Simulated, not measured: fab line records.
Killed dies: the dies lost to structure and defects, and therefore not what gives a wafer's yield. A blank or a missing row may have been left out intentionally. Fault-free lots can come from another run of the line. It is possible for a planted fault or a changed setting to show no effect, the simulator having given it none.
Which of the tools did it? :: flow n5-finfet :: route of 1938 steps, sampled at 1 step: 12 lots, 36 wafers

== WHAT THE GAUGES SHOWED, per wafer ==
N5_BEOL_M2_THK_MEAS_01.
lot: L075
measured: day 6 20:19
on: film-metro-02
M2_ILD_THK (nm): 78.8 79.8 79.1

lot: L077
measured: day 7 08:16
on: film-metro-02
M2_ILD_THK (nm): 77.2 78.1 79.9

lot: L079
measured: day 7 17:52
on: film-metro-01
M2_ILD_THK (nm): 79.3 79.6 79.5

lot: L082
measured: day 8 22:21
on: film-metro-01
M2_ILD_THK (nm): 78.9 79.8 78.1

lot: L083
measured: day 9 02:57
on: film-metro-02
M2_ILD_THK (nm): 78.5 80.6 78.9

lot: L085
measured: day 9 07:49
on: film-metro-02
M2_ILD_THK (nm): 78.3 80.4 78.6

lot: L086
measured: day 9 16:16
on: film-metro-02
M2_ILD_THK (nm): 77.5 79.0 79.4

lot: L089
measured: day 10 14:01
on: film-metro-02
M2_ILD_THK (nm): 76.8 78.3 78.6

lot: L092
measured: day 11 03:07
on: film-metro-02
M2_ILD_THK (nm): 77.4 79.8 78.9

lot: L093
measured: day 11 06:14
on: film-metro-01
M2_ILD_THK (nm): 80.1 80.5 79.8

lot: L094
measured: day 12 00:13
on: film-metro-01
M2_ILD_THK (nm): 79.7 80.8 80.8

lot: L096
measured: day 12 02:04
on: film-metro-02
M2_ILD_THK (nm): 78.8 79.7 80.7

== WHICH TOOL RAN EACH LOT (tool, then ch and the chambers of the sampled wafers, then the start) ==
Before these readings, the record contains no process step.

== THE ANSWER, worked out from the rows above alone ==
Rule: what is usual is taken from the lots themselves. Put in order of their means at a reading, lots are off if they are a third of the lots or fewer, leave a main group of 4 or more, and stand apart from it by a gap of 3 or more times the standard deviation of the main group's means; of several such gaps the widest counts. If all means in a main group match to the digits the tables above print for the reading, that group is not used. Also off: a lot with no number at a reading for which 4 or more lots have one. The other lots that the step has rows for count as sound.
Across all readings shown, no lot is off: no conclusion can be drawn from this.

== WHAT THE SIMULATOR PUT IN ==
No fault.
